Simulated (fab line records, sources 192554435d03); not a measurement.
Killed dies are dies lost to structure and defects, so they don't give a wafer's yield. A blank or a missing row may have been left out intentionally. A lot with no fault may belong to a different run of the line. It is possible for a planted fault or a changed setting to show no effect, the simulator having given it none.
Lot-split experiment + flow n5 finfet + 21 wafers read across 7 lots, on a route 1938 steps long

SPLIT DETAILS
At N5_BEOL_M8_ILD_DEP_00 (deposits SiCOH lowk from DEMS/porogen, target thk 179.75 nm, time 33.4 s), the setting time s was moved away from the recipe's 33.4 s on 10 of the 21 wafers read, by -13.9% to +10.1%. The other wafers ran this setting at the recipe's value.

FROM SPLIT TO READING: 1 step shown by the file between the two
- N5_BEOL_M8_CURE_74: cures SiCOH lowk, time 240 s

THE READING
M8_ILD_THK in nanometres, read at N5_BEOL_M8_THK_MEAS_01. Typical for fault-free wafers on this fab line: 155.1 nm, with standard deviation 2.2 nm.

| wafer  | tool, chamber at the split | time s as run, s | against the recipe | M8_ILD_THK, nm | against lot-mates on the recipe |
|--------|----------------------------|------------------|--------------------|----------------|---------------------------------|
| L074.1 | pecvd-03, 1                | 36.78            | +10.1%             | 167.5          | +11.9                           |
| L074.3 | pecvd-03, 0                | 36.78            | +10.1%             | 170.6          | +15.0                           |
| L074.5 | pecvd-03, 1                | 33.4             | recipe             | 155.6          | -                               |
| L080.2 | pecvd-03, 1                | 29.3             | -12.3%             | 131.8          | -23.6                           |
| L080.5 | pecvd-03, 0                | 33.4             | recipe             | 155.8          | -                               |
| L080.6 | pecvd-03, 1                | 33.4             | recipe             | 155.1          | -                               |
| L083.1 | pecvd-01, 1                | 28.76            | -13.9%             | 134.7          | -22.5                           |
| L083.2 | pecvd-01, 0                | 28.76            | -13.9%             | 133.4          | -23.8                           |
| L083.5 | pecvd-01, 1                | 33.4             | recipe             | 157.2          | -                               |
| L086.3 | pecvd-01, 2                | 35.72            | +6.9%              | 164.8          | +9.2                            |
| L086.4 | pecvd-01, 2                | 33.4             | recipe             | 155.6          | -                               |
| L086.6 | pecvd-01, 0                | 35.72            | +6.9%              | 167.6          | +12.0                           |
| L091.1 | pecvd-04, 0                | 33.4             | recipe             | 153.4          | -                               |
| L091.2 | pecvd-04, 2                | 33.4             | recipe             | 155.2          | -                               |
| L091.5 | pecvd-04, 0                | 33.4             | recipe             | 155.8          | -                               |
| L093.3 | pecvd-03, 1                | 28.96            | -13.3%             | 132.5          | no lot-mate on the recipe       |
| L093.5 | pecvd-03, 0,1              | 28.96            | -13.3%             | 135.0          | no lot-mate on the recipe       |
| L093.6 | pecvd-03, 0,1              | 28.96            | -13.3%             | 134.8          | no lot-mate on the recipe       |
| L097.3 | pecvd-03, 2                | 33.4             | recipe             | 153.0          | -                               |
| L097.4 | pecvd-03, 2                | 33.4             | recipe             | 155.9          | -                               |
| L097.6 | pecvd-03, 0                | 33.4             | recipe             | 159.1          | -                               |
When a row names more than one chamber, that row covers several wafers, and the file does not tell which wafer ran in which chamber.

THE FIT
A straight line over all 21 wafers: M8_ILD_THK changes by +1.57 nm for each +1% of time s; r = +0.99; the points scatter about the line by 1.9 nm.
The same after taking each lot's own level away (the mean of its wafers on the recipe; 18 wafers): +1.61 nm for each +1%; r = +0.99; scatter 1.9 nm.
That fit puts the effect of the largest move of time s on the reading at 22 nm.
From 154.80 to 157.20 nm: that is the span of the lots' own levels, equal to 1.1 times the standard deviation above.
So the lot-to-lot level changes the slope little: the two slopes agree.
Check: with one of the wafers moved furthest among these (-13.9%) left out of the fit, the line predicts -23.3 nm for it against its lot-mates. Against them it came out at -22.5 nm.

THESE WAFERS: OTHER SPLITS
Before the reading, these wafers also passed through other splits. Each is held against what the fit with the lots' levels taken away leaves over:
| other split on the same wafers | wafers away from the commonest value | r with M8_ILD_THK (lot level and that fit taken away) |
|--------------------------------|--------------------------------------|-------------------------------------------------------|
| N5_BEOL_M4_DESCUM_33 time s    | 10                                   | -0.12                                                 |
| N5_BEOL_M4_DEP_57 time s       | 6                                    | +0.03                                                 |
| N5_BEOL_M5_COAT_05 spin rpm    | 9                                    | +0.06                                                 |
| N5_BEOL_M7_COAT_05 spin rpm    | 9                                    | +0.00                                                 |
| N5_BEOL_M7_EXPOSE_08 dose mj   | 7                                    | -0.12                                                 |
| N5_BEOL_M7_ALD_77 ald cycles   | 7                                    | -0.11                                                 |

THE WHOLE CHAIN: every reading that the file lists as answering this split, in the file's order
| step                   | what it does                                                             | reading                                                                                  | change (the file's fit)              | r (the file's) |
|------------------------|--------------------------------------------------------------------------|------------------------------------------------------------------------------------------|--------------------------------------|----------------|
| N5_BEOL_M8_ILD_DEP_00  | deposits SiCOH lowk from DEMS/porogen, target thk 179.75 nm, time 33.4 s | SiCOH_lowk_of_BEOL_M8_ILD_DEP_00.thk nm (the simulator's own value, which no gauge read) | +1.92 nm for each +1% of the setting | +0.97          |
| N5_BEOL_M8_CURE_74     | cures SiCOH lowk, time 240 s                                             | SiCOH_lowk_of_BEOL_M8_ILD_DEP_00.thk nm (the simulator's own value, which no gauge read) | +1.66 nm for each +1% of the setting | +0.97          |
| N5_BEOL_M8_THK_MEAS_01 |                                                                          | M8_ILD_THK                                                                               | +1.66 for each +1% of the setting    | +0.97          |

FILE'S OWN FIT
M8_ILD_THK changes by +1.66 nm for each +1% of time s, r = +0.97.
